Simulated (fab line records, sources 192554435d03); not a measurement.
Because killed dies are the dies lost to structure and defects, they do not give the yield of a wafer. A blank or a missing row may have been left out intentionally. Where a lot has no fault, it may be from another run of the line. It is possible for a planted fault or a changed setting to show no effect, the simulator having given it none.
fab line records | flow n5_finfet
record: lots: 24 wafers: 72 last_day: 17
route steps=1938 shown BEOL_M1@791
lots with no fault: from the same line, run without faults
start_h: hours from the record's opening day to when the first of the lot's shown wafers began | wait_h: hours since the lot's step before | " unchanged from the row above | L1.1+2: a row that stands for several wafers | - no value present, or no start provided | * or withheld: withheld | < > ~ a bound
route shown NAME@n: names a module that has steps shown in the file, with the first one's number in the route | usual: mean/standard deviation of fault-free wafers | same: alike in all rows | chamber/n: place in a boat | sites: the reading at each site | _std_site: standard deviation across them | _edge_site: outer sites' mean less inner sites' | radius_mm: for every site, how far away it sits from the centre of the wafer | mask NAME#n: copy n | behind: the tool/chamber that last shaped the wafer | hold: what put the lot on hold/how long, in hours/how the hold closed | device: the transistor (n, p or np) that didn't switch | end of line: the same wafers' tests at the end of the route | a step without rows: its recipe alone | killed: at the first sort, the dies lost to defects and structure; wafer yield is something else | map: shows each die of a wafer: x if killed, . if not, _ if none is there
set.NAME: setting as actually run; set.NAME@STEP: the setting as run at that earlier step | model.NAME: the simulator's own value behind a step, which no gauge read
the route's steps for a sample of lots (tables are steps, rows are wafers)
services: when a tool's chamber went out of use (start_h, in hours from the record's first day, below 0 if earlier), for how many hours, and the reason
== steps ==
step: N5_BEOL_M1_ETCH_69
recipe: chemistry: CF4 target: SiARC target_depth_a: 156 mask_material: CAR-EUV time_s: 26 ion_energy_ev: 80 pressure_mtorr: 40 source_w: 545 bias_w: 36 Ar_flow_sccm: 100 cf4_flow_sccm: 100 ends: cleared
usual: drypump_motor_current_A: 5.9/0.39 etch_rf_on_time_s: 25.9/0.72 oes_product_au: 0.64/0.073 rf_vpp_V: 183.8/1.3 showerhead_plenum_p_Torr: 2.12/0.076 throttle_valve_pct: 15.73/0.2
columns lot.wafer tool chamber start_h wait_h drypump_motor_current_A etch_rf_on_time_s oes_product_au rf_hours_counter_h rf_vpp_V showerhead_plenum_p_Torr throttle_valve_pct
L074.1 rie_diel-01 1 119.49 0.0 6.1 27.9 0.61 193 183.3 2.12 15.85
L074.2 " 3 " " 5.6 25.9 0.63 173 184.8 2.22 15.81
L074.3 " 2 " " 5.3 25.8 0.59 250 184.6 2.09 15.79
L075.2 rie_diel-05 1 130.67 0.0 6.0 24.9 0.65 161 183.0 2.14 15.49
L075.5 " 3 " " 6.1 25.5 0.60 - 183.7 2.22 15.83
L075.6 " 2 " " 6.2 25.3 0.61 - 182.5 2.04 15.43
L076.3 rie_diel-01 0 138.51 0.0 6.2 26.1 0.61 199 180.7 2.04 15.68
L076.4 " 3 " " 5.6 25.3 0.62 179 185.0 2.22 15.82
L076.5 " 2 " " 5.3 25.0 0.84 - 184.2 2.09 15.31
L077.3 rie_diel-01 2 142.75 0.0 5.2 25.0 0.83 3 183.6 2.09 15.32
L077.5 " 0 " " 6.2 26.5 0.61 - 183.3 2.04 15.69
L077.6 " 1 " " 6.1 27.1 0.61 - 185.7 2.12 15.84
L078.2 rie_diel-01 0 148.73 0.0 6.2 26.6 0.61 201 184.1 2.04 15.73
L078.3 " 2 " " 5.2 25.1 0.83 4 183.3 2.09 15.32
L078.4 " 3 " " 5.6 25.4 0.63 182 185.9 2.22 15.81
L079.1 rie_diel-01 2 155.86 0.0 5.2 25.2 0.81 6 184.4 2.09 15.32
L079.3 " 3 " " 5.6 25.3 0.62 185 184.4 2.22 15.84
L079.4 " 0 " " 6.2 26.3 0.61 203 182.9 2.04 15.70
L080.2 rie_diel-01 0 167.47 0.0 6.2 26.6 0.60 207 182.4 2.04 15.70
L080.4 " 2 " " 5.2 25.1 0.80 9 184.5 2.09 15.32
L080.6 " 1 " " 6.1 27.3 0.60 - 183.3 2.12 15.86
L081.2 rie_diel-05 0 172.11 0.0 6.4 25.7 0.60 244 182.6 2.03 16.20
L081.5 " 3 " " 6.2 25.4 0.60 - 185.0 2.21 15.86
L081.6 " 2 " " 6.2 25.3 0.60 - 183.2 2.04 15.48
L082.1 rie_diel-01 3 174.31 0.0 5.6 25.1 0.62 189 186.0 2.22 15.84
L082.4 " 0 " " 6.2 26.3 0.61 209 182.5 2.04 15.71
L082.5 " 3 " " 5.6 25.2 0.62 - 184.8 2.22 15.83
L083.1 rie_diel-01 3 181.33 0.0 5.6 25.2 0.62 192 185.1 2.22 15.83
L083.4 " 0 " " 6.2 26.3 0.60 211 182.4 2.04 15.71
L083.6 " 2 " " 5.2 24.9 0.80 - 184.1 2.09 15.33
L084.1 rie_diel-06 1 187.15 0.0 5.2 25.8 0.61 227 181.9 2.12 15.58
L084.3 " 2 " " 5.7 25.0 0.68 143 182.2 1.98 15.74
L084.4 " 0 " " 5.7 26.4 0.63 161 185.2 2.14 15.76
L085.3 rie_diel-05 3 190.74 0.0 6.1 25.6 0.59 213 184.3 2.21 15.87
L085.5 " 1 " " 6.0 24.8 0.64 - 184.3 2.14 15.53
L085.6 " 2 " " 6.2 25.2 0.60 - 181.5 2.03 15.47
L086.1 rie_diel-06 0 201.75 0.0 5.7 26.6 0.63 163 183.5 2.14 15.76
L086.2 " 1 " " 5.2 25.9 0.61 232 181.5 2.12 15.59
L086.4 " 1 " " 5.2 26.1 0.60 - 183.0 2.12 15.59
L087.1 rie_diel-06 3 202.46 0.0 6.2 26.5 0.62 165 184.9 2.13 16.00
L087.3 " 1 " " 5.2 26.5 0.59 233 183.1 2.12 15.60
L087.6 " 0 " " 5.7 26.6 0.63 - 183.9 2.14 15.76
L088.1 rie_diel-05 0 210.06 0.0 6.4 25.5 0.84 1 186.8 2.28 15.70
L088.2 " 3 " " 6.2 26.0 0.58 221 186.1 2.21 15.87
L088.4 " 0 " " 6.4 25.4 0.84 - 186.3 2.28 15.71
L090.3 rie_diel-06 3 225.72 0.0 6.2 26.3 0.62 173 185.4 2.13 16.01
L090.4 " 1 " " 5.2 25.9 0.60 241 183.8 2.12 15.58
L090.6 " 0 " " 5.7 26.4 0.63 - 183.3 2.14 15.76
L089.1 rie_diel-05 3 226.01 0.0 6.1 25.9 0.58 227 185.4 2.21 15.89
L089.2 " 0 " " 6.4 25.1 0.83 6 185.2 2.28 15.72
L089.4 " 1 " " 6.0 25.1 0.63 181 183.9 2.13 15.52
L091.2 rie_diel-06 0 228.79 0.0 5.7 26.0 0.64 173 184.0 2.14 15.76
L091.3 " 3 " " 6.2 26.0 0.62 175 184.1 2.13 16.01
L091.5 " 2 " " 5.6 24.8 0.68 - 181.3 1.98 15.77
L092.2 rie_diel-01 1 234.20 0.0 6.1 27.7 0.59 228 184.0 2.11 15.89
L092.3 " 3 " " 5.6 25.7 0.60 207 184.9 2.21 15.86
L092.4 " 2 " " 5.2 25.4 0.76 28 183.8 2.08 15.37
L093.4 rie_diel-01 2 240.49 0.0 5.2 24.9 0.77 29 183.7 2.08 15.37
L093.5 " 1 " " 6.1 27.3 0.59 - 183.8 2.11 15.91
L093.6 " 0 " " 6.2 26.1 0.61 - 183.6 2.03 15.76
L094.1 rie_diel-05 0 249.63 0.0 6.4 25.5 0.79 13 185.0 2.28 15.73
L094.3 " 2 " " 6.2 25.6 0.58 250 181.4 2.03 15.52
L094.5 " 0 " " 6.4 25.6 0.79 - 185.3 2.28 15.74
L095.3 rie_diel-06 1 249.69 0.0 5.2 25.6 0.60 247 184.5 2.11 15.60
L095.4 " 0 " " 5.7 26.3 0.62 178 186.9 2.13 15.78
L095.5 " 3 " " 6.2 26.3 0.61 - 184.7 2.13 16.02
L096.3 rie_diel-05 0 258.86 0.0 6.4 25.6 0.79 15 185.2 2.28 15.75
L096.5 " 0 " " 6.4 25.8 0.78 - 185.5 2.28 15.75
L096.6 " 1 " " 6.1 25.3 0.62 - 184.3 2.13 15.55
L097.1 rie_diel-06 3 261.83 0.0 6.2 26.6 0.61 185 184.5 2.12 16.04
L097.3 " 2 " " 5.6 25.2 0.66 158 182.1 1.98 15.78
L097.5 " 3 " " 6.2 26.5 0.61 - 181.4 2.12 16.04
step: N5_BEOL_M1_ETCHBACK_99
recipe: chemistry: CHF3 target: SiO2 target_depth_a: 50 time_s: 10.4 source_w: 215 bias_w: 47 Ar_flow_sccm: 200 CHF3_flow_sccm: 12 ion_energy_ev: 100 pressure_mtorr: 30
usual: drypump_motor_current_A: 5.9/0.39 oes_ar_750_au: 0.76/0.078 oes_product_au: 0.75/0.078 rf_vpp_V: 241/3.7 showerhead_plenum_p_Torr: 2.13/0.083 throttle_valve_pct: 17.17/0.22
columns lot.wafer tool chamber start_h wait_h drypump_motor_current_A oes_ar_750_au oes_product_au rf_hours_counter_h rf_vpp_V showerhead_plenum_p_Torr throttle_valve_pct
L074.1 rie_diel-06 0 122.41 2.8 5.7 0.76 0.76 145 236 2.16 17.23
L074.2 " 3 " " 6.2 0.75 0.75 144 241 2.15 17.43
L074.3 " 1 " " 5.2 0.73 0.72 211 238 2.12 16.86
L075.2 rie_diel-05 3 135.63 4.7 6.2 0.71 0.70 196 247 2.23 17.28
L075.5 " 3 " " 6.2 0.71 0.70 - 247 2.23 17.27
L075.6 " 2 " " 6.2 0.71 0.70 - 246 2.04 16.86
L076.3 rie_diel-06 3 139.31 0.7 6.1 0.76 0.75 147 239 2.15 17.44
L076.4 " 0 " " 5.7 0.76 0.75 148 238 2.16 17.24
L076.5 " 0 " " 5.6 0.77 0.76 - 238 2.16 17.24
L077.3 rie_diel-01 3 143.05 0.2 5.6 0.74 0.73 180 238 2.25 17.34
L077.5 " 1 " " 6.1 0.72 0.71 - 241 2.13 17.30
L077.6 " 2 " " 5.2 0.97 0.96 - 242 2.11 16.84
L078.2 rie_diel-01 0 154.29 4.8 6.2 0.70 0.71 203 241 2.05 17.20
L078.3 " 2 " " 5.2 0.95 0.96 6 243 2.11 16.85
L078.4 " 1 " " 6.1 0.72 0.71 205 241 2.13 17.31
L079.1 rie_diel-01 1 158.78 2.6 6.1 0.71 0.71 207 240 2.13 17.32
L079.3 " 0 " " 6.2 0.71 0.72 204 241 2.05 17.20
L079.4 " 3 " " 5.6 0.74 0.72 185 239 2.25 17.36
L080.2 rie_diel-05 2 167.83 0.2 6.2 0.69 0.70 224 244 2.04 16.87
L080.4 " 0 " " 6.4 0.71 0.70 242 237 2.02 17.59
L080.6 " 1 " " 6.1 0.76 0.74 - 238 2.15 16.95
L081.2 rie_diel-05 1 172.31 0.1 6.0 0.75 0.74 173 237 2.15 16.94
L081.5 " 2 " " 6.2 0.70 0.70 - 245 2.04 16.87
L081.6 " 3 " " 6.2 0.70 0.69 - 248 2.23 17.30
L082.1 rie_diel-06 3 175.98 1.5 6.2 0.75 0.75 157 242 2.14 17.45
L082.4 " 1 " " 5.2 0.72 0.70 224 238 2.11 16.88
L082.5 " 1 " " 5.2 0.72 0.70 - 238 2.11 16.87
L083.1 rie_diel-05 0 188.72 7.3 6.4 0.71 0.70 249 236 2.02 17.58
L083.4 " 3 " " 6.1 0.71 0.69 213 249 2.22 17.29
L083.6 " 1 " " 6.0 0.74 0.74 - 238 2.15 16.96
L084.1 rie_diel-06 1 188.76 1.3 5.2 0.72 0.70 228 237 2.11 16.89
L084.3 " 2 " " 5.6 0.80 0.78 143 237 1.98 17.22
L084.4 " 0 " " 5.7 0.76 0.74 161 237 2.16 17.24
L085.3 rie_diel-06 1 193.10 2.0 5.2 0.71 0.70 229 238 2.11 16.89
L085.5 " 2 " " 5.7 0.79 0.79 - 236 1.98 17.22
L085.6 " 3 " " 6.2 0.75 0.74 - 239 2.14 17.47
L086.1 rie_diel-01 2 202.17 0.3 5.2 0.92 0.90 20 245 2.10 16.87
L086.2 " 0 " " 6.2 0.70 0.71 216 240 2.05 17.24
L086.4 " 1 " " 6.1 0.70 0.70 219 242 2.12 17.35
L087.1 rie_diel-01 3 204.35 1.8 5.7 0.72 0.71 199 240 2.24 17.37
L087.3 " 0 " " 6.2 0.70 0.71 217 241 2.05 17.21
L087.6 " 2 " " 5.2 0.91 0.91 - 244 2.10 16.87
L088.1 rie_diel-05 3 223.42 13.2 6.2 0.69 0.68 226 249 2.22 17.35
L088.2 " 0 " " 6.4 0.95 0.95 5 239 2.28 17.13
L088.4 " 1 " " 6.0 0.75 0.74 180 237 2.14 16.96
L090.3 rie_diel-06 1 226.46 0.6 5.2 0.70 0.69 241 239 2.11 16.90
L090.4 " 0 " " 5.7 0.75 0.73 172 237 2.15 17.28
L090.6 " 0 " " 5.7 0.74 0.73 - 236 2.15 17.28
L089.1 rie_diel-05 3 226.95 0.8 6.2 0.69 0.68 227 248 2.22 17.35
L089.2 " 2 " " 6.2 0.69 0.68 243 245 2.03 16.91
L089.4 " 0 " " 6.4 0.95 0.94 6 239 2.28 17.14
L091.2 rie_diel-05 0 231.79 2.5 6.4 0.95 0.94 8 242 2.28 17.16
L091.3 " 2 " " 6.2 0.69 0.69 244 244 2.03 16.92
L091.5 " 1 " " 6.0 0.75 0.74 - 239 2.14 16.96
L092.2 rie_diel-06 1 235.57 0.1 5.2 0.71 0.70 243 237 2.11 16.90
L092.3 " 3 " " 6.2 0.73 0.73 176 240 2.14 17.50
L092.4 " 2 " " 5.6 0.80 0.78 149 237 1.98 17.22
L093.4 rie_diel-05 0 244.26 3.6 6.4 0.93 0.93 11 239 2.28 17.15
L093.5 " 3 " " 6.2 0.69 0.68 - 248 2.22 17.33
L093.6 " 0 " " 6.4 0.93 0.93 - 240 2.28 17.14
L094.1 rie_diel-05 0 250.47 0.2 6.4 0.92 0.92 13 240 2.28 17.15
L094.3 " 1 " " 6.0 0.74 0.73 186 239 2.14 16.97
L094.5 " 1 " " 6.0 0.74 0.72 - 238 2.14 16.97
L095.3 rie_diel-06 1 255.42 5.1 5.2 0.70 0.70 249 238 2.10 16.92
L095.4 " 3 " " 6.2 0.72 0.72 182 241 2.13 17.48
L095.5 " 2 " " 5.6 0.79 0.79 - 236 1.98 17.24
L096.3 rie_diel-05 1 264.58 5.6 6.0 0.74 0.72 191 239 2.14 16.98
L096.5 " 3 " " 6.1 0.69 0.67 - 247 2.22 17.36
L096.6 " 0 " " 6.4 0.91 0.90 - 239 2.28 17.16
L097.1 rie_diel-01 1 265.05 3.1 6.1 0.69 0.69 237 241 2.12 17.36
L097.3 " 2 " " 5.2 0.89 0.88 37 244 2.10 16.92
L097.5 " 1 " " 6.1 0.69 0.69 - 240 2.12 17.36
step: N5_BEOL_M1_SURFACE_TREAT_85
recipe: gas: Ar time_s: * ion_energy_ev: * ion_current_ma_cm2: 0.5 pressure_mtorr: * ar_flow_sccm: 30
usual: throttle_valve_pct: *
columns lot.wafer tool chamber start_h wait_h throttle_valve_pct
L074.1 pvd_sputter-01 - 133.53 1.9 *
L074.2 " - " " *
L074.3 " - " " *
L075.2 pvd_sputter-03 - 136.91 0.1 *
L075.5 " - " " *
L075.6 " - " " *
L076.3 pvd_sputter-03 - 140.85 0.2 *
L076.4 " - " " *
L076.5 " - " " *
L077.3 pvd_sputter-01 - 144.09 0.1 *
L077.5 " - " " *
L077.6 " - " " *
L078.2 pvd_sputter-01 - 155.20 0.1 *
L078.3 " - " " *
L078.4 " - " " *
L079.1 pvd_sputter-01 - 160.95 0.3 *
L079.3 " - " " *
L079.4 " - " " *
L080.2 pvd_sputter-02 - 169.47 0.3 *
L080.4 " - " " *
L080.6 " - " " *
L081.2 pvd_sputter-01 - 173.70 0.1 *
L081.5 " - " " *
L081.6 " - " " *
L082.1 pvd_sputter-03 - 177.14 0.2 *
L082.4 " - " " *
L082.5 " - " " *
L083.1 pvd_sputter-03 - 189.82 0.2 *
L083.4 " - " " *
L083.6 " - " " *
L084.1 pvd_sputter-01 - 190.21 0.4 *
L084.3 " - " " *
L084.4 " - " " *
L085.3 pvd_sputter-01 - 194.61 0.2 *
L085.5 " - " " *
L085.6 " - " " *
L086.1 pvd_sputter-03 - 203.16 0.2 *
L086.2 " - " " *
L086.4 " - " " *
L087.1 pvd_sputter-01 - 205.78 0.2 *
L087.3 " - " " *
L087.6 " - " " *
L088.1 pvd_sputter-01 - 224.58 0.2 *
L088.2 " - " " *
L088.4 " - " " *
L090.3 pvd_sputter-03 - 227.74 0.2 *
L090.4 " - " " *
L090.6 " - " " *
L089.1 pvd_sputter-02 - 229.84 1.4 *
L089.2 " - " " *
L089.4 " - " " *
L091.2 pvd_sputter-03 - 233.04 0.2 *
L091.3 " - " " *
L091.5 " - " " *
L092.2 pvd_sputter-03 - 236.71 0.2 *
L092.3 " - " " *
L092.4 " - " " *
L093.4 pvd_sputter-03 - 245.87 0.3 *
L093.5 " - " " *
L093.6 " - " " *
L094.1 pvd_sputter-02 - 251.79 0.2 *
L094.3 " - " " *
L094.5 " - " " *
L095.3 pvd_sputter-01 - 257.17 0.3 *
L095.4 " - " " *
L095.5 " - " " *
L096.3 pvd_sputter-02 - 266.55 0.1 *
L096.5 " - " " *
L096.6 " - " " *
L097.1 pvd_sputter-01 - 268.67 1.9 *
L097.3 " - " " *
L097.5 " - " " *
step: N5_BEOL_M1_SPUTTER_48
recipe: material: Cu target_thk_a: 45 temp_c: -20 chamber_pressure_pa: 0.07 power_w: withheld time_s: 8.29
usual: throttle_valve_pct: 29.8/1.1
columns lot.wafer tool chamber start_h wait_h throttle_valve_pct
L074.1 pvd_sputter-01 - 134.03 0.4 29.0
L074.2 " - " " 29.2
L074.3 " - " " 28.6
L075.2 pvd_sputter-03 - 137.13 0.1 29.5
L075.5 " - " " 31.7
L075.6 " - " " 31.1
L076.3 pvd_sputter-01 - 141.16 0.2 28.6
L076.4 " - " " 30.8
L076.5 " - " " 29.0
L077.3 pvd_sputter-02 - 144.39 0.1 29.2
L077.5 " - " " 29.1
L077.6 " - " " 30.5
L078.2 pvd_sputter-01 - 157.21 1.7 30.5
L078.3 " - " " 29.0
L078.4 " - " " 29.1
L079.1 pvd_sputter-01 - 161.31 0.1 29.1
L079.3 " - " " 28.8
L079.4 " - " " 29.0
L080.2 pvd_sputter-01 - 169.71 0.1 28.8
L080.4 " - " " 30.7
L080.6 " - " " 29.1
L081.2 pvd_sputter-03 - 173.96 0.1 28.0
L081.5 " - " " 29.2
L081.6 " - " " 31.5
L082.1 pvd_sputter-03 - 177.52 0.2 31.4
L082.4 " - " " 31.7
L082.5 " - " " 27.9
L083.1 pvd_sputter-02 - 191.32 1.3 30.3
L083.4 " - " " 30.6
L083.6 " - " " 30.0
L084.1 pvd_sputter-03 - 192.14 1.6 28.2
L084.3 " - " " 31.4
L084.4 " - " " 29.6
L085.3 pvd_sputter-01 - 194.89 0.1 31.0
L085.5 " - " " 28.9
L085.6 " - " " 30.7
L086.1 pvd_sputter-03 - 203.54 0.2 31.3
L086.2 " - " " 29.6
L086.4 " - " " 31.5
L087.1 pvd_sputter-03 - 206.00 0.1 31.2
L087.3 " - " " 28.3
L087.6 " - " " 31.7
L088.1 pvd_sputter-02 - 225.02 0.2 30.0
L088.2 " - " " 29.2
L088.4 " - " " 30.5
L090.3 pvd_sputter-02 - 228.00 0.1 29.5
L090.4 " - " " 29.3
L090.6 " - " " 29.4
L089.1 pvd_sputter-03 - 230.10 0.1 31.5
L089.2 " - " " 31.7
L089.4 " - " " 29.5
L091.2 pvd_sputter-02 - 233.26 0.1 29.2
L091.3 " - " " 29.0
L091.5 " - " " 28.7
L092.2 pvd_sputter-01 - 237.01 0.1 28.5
L092.3 " - " " 28.9
L092.4 " - " " 28.6
L093.4 pvd_sputter-03 - 246.19 0.1 31.5
L093.5 " - " " 31.4
L093.6 " - " " 29.5
L094.1 pvd_sputter-02 - 253.77 1.6 28.9
L094.3 " - " " 30.5
L094.5 " - " " 29.3
L095.3 pvd_sputter-02 - 257.65 0.1 30.1
L095.4 " - " " 30.5
L095.5 " - " " 29.9
L096.3 pvd_sputter-01 - 266.83 0.2 28.8
L096.5 " - " " 29.3
L096.6 " - " " 28.7
L097.1 pvd_sputter-01 - 268.91 0.1 30.8
L097.3 " - " " 29.0
L097.5 " - " " 31.0
step: N5_BEOL_M1_SPUTTER_92
recipe: material: Cu target_thk_a: 45 temp_c: -20 chamber_pressure_pa: 0.07 power_w: withheld time_s: 8.29
usual: throttle_valve_pct: 29.8/1.1
columns lot.wafer tool chamber start_h wait_h throttle_valve_pct
L074.1 pvd_sputter-01 - 135.35 0.1 28.5
L074.2 " - " " 29.1
L074.3 " - " " 28.5
L075.2 pvd_sputter-03 - 138.45 0.1 29.5
L075.5 " - " " 31.4
L075.6 " - " " 31.7
L076.3 pvd_sputter-01 - 142.48 0.1 29.0
L076.4 " - " " 31.0
L076.5 " - " " 28.7
L077.3 pvd_sputter-02 - 145.71 0.1 29.3
L077.5 " - " " 29.0
L077.6 " - " " 30.5
L078.2 pvd_sputter-01 - 158.53 0.1 30.7
L078.3 " - " " 29.1
L078.4 " - " " 29.0
L079.1 pvd_sputter-01 - 163.95 0.1 29.2
L079.3 " - " " 29.1
L079.4 " - " " 28.8
L080.2 pvd_sputter-01 - 171.03 0.1 29.1
L080.4 " - " " 30.9
L080.6 " - " " 29.0
L081.2 pvd_sputter-03 - 175.28 0.1 28.1
L081.5 " - " " 29.6
L081.6 " - " " 31.3
L082.1 pvd_sputter-03 - 178.84 0.1 31.2
L082.4 " - " " 31.7
L082.5 " - " " 28.1
L083.1 pvd_sputter-02 - 192.64 0.1 30.3
L083.4 " - " " 30.6
L083.6 " - " " 30.0
L084.1 pvd_sputter-03 - 193.46 0.1 28.2
L084.3 " - " " 31.6
L084.4 " - " " 29.6
L085.3 pvd_sputter-01 - 196.21 0.1 30.8
L085.5 " - " " 28.7
L085.6 " - " " 30.6
L086.1 pvd_sputter-03 - 204.86 0.1 31.5
L086.2 " - " " 29.6
L086.4 " - " " 31.5
L087.1 pvd_sputter-03 - 207.43 0.1 31.4
L087.3 " - " " 27.9
L087.6 " - " " 31.4
L088.1 pvd_sputter-02 - 226.34 0.1 30.3
L088.2 " - " " 29.0
L088.4 " - " " 30.4
L090.3 pvd_sputter-02 - 229.32 0.1 29.4
L090.4 " - " " 29.5
L090.6 " - " " 29.5
L089.1 pvd_sputter-03 - 231.42 0.1 31.9
L089.2 " - " " 31.6
L089.4 " - " " 29.4
L091.2 pvd_sputter-02 - 234.58 0.1 29.2
L091.3 " - " " 29.4
L091.5 " - " " 29.0
L092.2 pvd_sputter-01 - 238.33 0.1 28.4
L092.3 " - " " 29.1
L092.4 " - " " 28.7
L093.4 pvd_sputter-03 - 247.51 0.1 31.5
L093.5 " - " " 31.6
L093.6 " - " " 29.5
L094.1 pvd_sputter-02 - 255.09 0.1 29.2
L094.3 " - " " 30.4
L094.5 " - " " 29.3
L095.3 pvd_sputter-02 - 258.97 0.1 30.3
L095.4 " - " " 30.7
L095.5 " - " " 30.3
L096.3 pvd_sputter-01 - 268.15 0.1 28.9
L096.5 " - " " 29.1
L096.6 " - " " 28.8
L097.1 pvd_sputter-01 - 270.23 0.1 30.8
L097.3 " - " " 29.1
L097.5 " - " " 30.7
step: N5_BEOL_M1_ANNEAL_51
recipe: temp_c: 225 time_s: 90 ambient: N2
usual: wafer_temp_C_max: 226.0/0.36
columns lot.wafer tool chamber start_h wait_h wafer_temp_C_max
L074.1 rtp_anneal-02 0 135.98 0.1 226.2
L074.2 " 0 " " 226.1
L074.3 " 0 " " 226.2
L075.2 rtp_anneal-01 0 139.14 0.1 225.5
L075.5 " 0 " " 225.6
L075.6 " 0 " " 225.6
L076.3 rtp_anneal-01 0 143.20 0.1 225.5
L076.4 " 0 " " 225.8
L076.5 " 0 " " 226.0
L077.3 rtp_anneal-01 0 146.77 0.5 225.2
L077.5 " 0 " " 225.6
L077.6 " 0 " " 225.7
L078.2 rtp_anneal-02 0 159.65 0.2 226.7
L078.3 " 0 " " 225.6
L078.4 " 0 " " 226.2
L079.1 rtp_anneal-02 0 165.11 0.1 226.1
L079.3 " 0 " " 226.2
L079.4 " 0 " " 225.9
L080.2 rtp_anneal-02 0 171.71 0.1 226.7
L080.4 " 0 " " 226.5
L080.6 " 0 " " 226.2
L081.2 rtp_anneal-02 0 175.96 0.1 226.1
L081.5 " 0 " " 226.3
L081.6 " 0 " " 226.4
L082.1 rtp_anneal-02 0 179.48 0.1 226.7
L082.4 " 0 " " 226.5
L082.5 " 0 " " 226.5
L083.1 rtp_anneal-01 0 193.27 0.1 225.9
L083.4 " 0 " " 225.8
L083.6 " 0 " " 225.9
L084.1 rtp_anneal-01 0 194.31 0.3 225.8
L084.3 " 0 " " 225.9
L084.4 " 0 " " 225.6
L085.3 rtp_anneal-01 0 198.11 1.3 225.6
L085.5 " 0 " " 225.6
L085.6 " 0 " " 225.7
L086.1 rtp_anneal-01 0 205.71 0.2 225.4
L086.2 " 0 " " 225.8
L086.4 " 0 " " 225.6
L087.1 rtp_anneal-01 0 208.32 0.3 225.7
L087.3 " 0 " " 226.1
L087.6 " 0 " " 226.0
L088.1 rtp_anneal-01 0 227.01 0.1 226.4
L088.2 " 0 " " 226.0
L088.4 " 0 " " 226.0
L090.3 rtp_anneal-01 0 230.05 0.1 225.7
L090.4 " 0 " " 225.9
L090.6 " 0 " " 226.1
L089.1 rtp_anneal-02 0 232.06 0.1 226.1
L089.2 " 0 " " 226.2
L089.4 " 0 " " 226.5
L091.2 rtp_anneal-02 0 235.27 0.1 226.2
L091.3 " 0 " " 226.1
L091.5 " 0 " " 226.2
L092.2 rtp_anneal-02 0 239.01 0.1 226.4
L092.3 " 0 " " 226.3
L092.4 " 0 " " 225.7
L093.4 rtp_anneal-02 0 248.28 0.2 226.3
L093.5 " 0 " " 226.3
L093.6 " 0 " " 226.7
L094.1 rtp_anneal-01 0 255.72 0.1 225.3
L094.3 " 0 " " 225.6
L094.5 " 0 " " 225.5
L095.3 rtp_anneal-02 0 259.69 0.1 226.3
L095.4 " 0 " " 226.6
L095.5 " 0 " " 226.0
L096.3 rtp_anneal-02 0 268.88 0.1 226.7
L096.5 " 0 " " 226.4
L096.6 " 0 " " 226.3
L097.1 rtp_anneal-02 0 270.87 0.1 226.2
L097.3 " 0 " " 226.3
L097.5 " 0 " " 226.1
== services ==
columns tool chamber start_h hours kind
pvd_sputter-02 - 96.11 3.1 repair
rie_diel-06 0 101.16 4.5 repair
rie_diel-01 2 121.22 - clean
rie_diel-01 2 121.22 - consumable_replace:focus_ring
rie_diel-01 2 121.22 12.1 scheduled_down
rie_diel-01 2 121.22 12.1 vent_cycle
rie_diel-01 3 123.80 3.1 repair
rie_diel-06 0 190.33 6.5 repair
rie_diel-05 0 192.88 - clean
rie_diel-05 0 192.88 - consumable_replace:focus_ring
rie_diel-05 0 192.88 - consumable_replace:showerhead
rie_diel-05 0 192.88 15.2 scheduled_down
rie_diel-05 0 192.88 15.2 vent_cycle
rie_diel-06 2 195.78 28.7 repair
rie_diel-05 1 197.55 24.1 repair
pvd_sputter-02 - 200.34 4.0 repair
rie_diel-05 1 244.64 5.5 repair
rie_diel-01 0 249.43 3.8 repair
rie_diel-05 2 250.16 - clean
rie_diel-05 2 250.16 - consumable_replace:focus_ring
rie_diel-05 2 250.16 - consumable_replace:showerhead
rie_diel-05 2 250.16 21.8 scheduled_down
rie_diel-05 2 250.16 21.8 vent_cycle
rie_diel-01 2 265.90 16.8 repair
== key ==
fault none
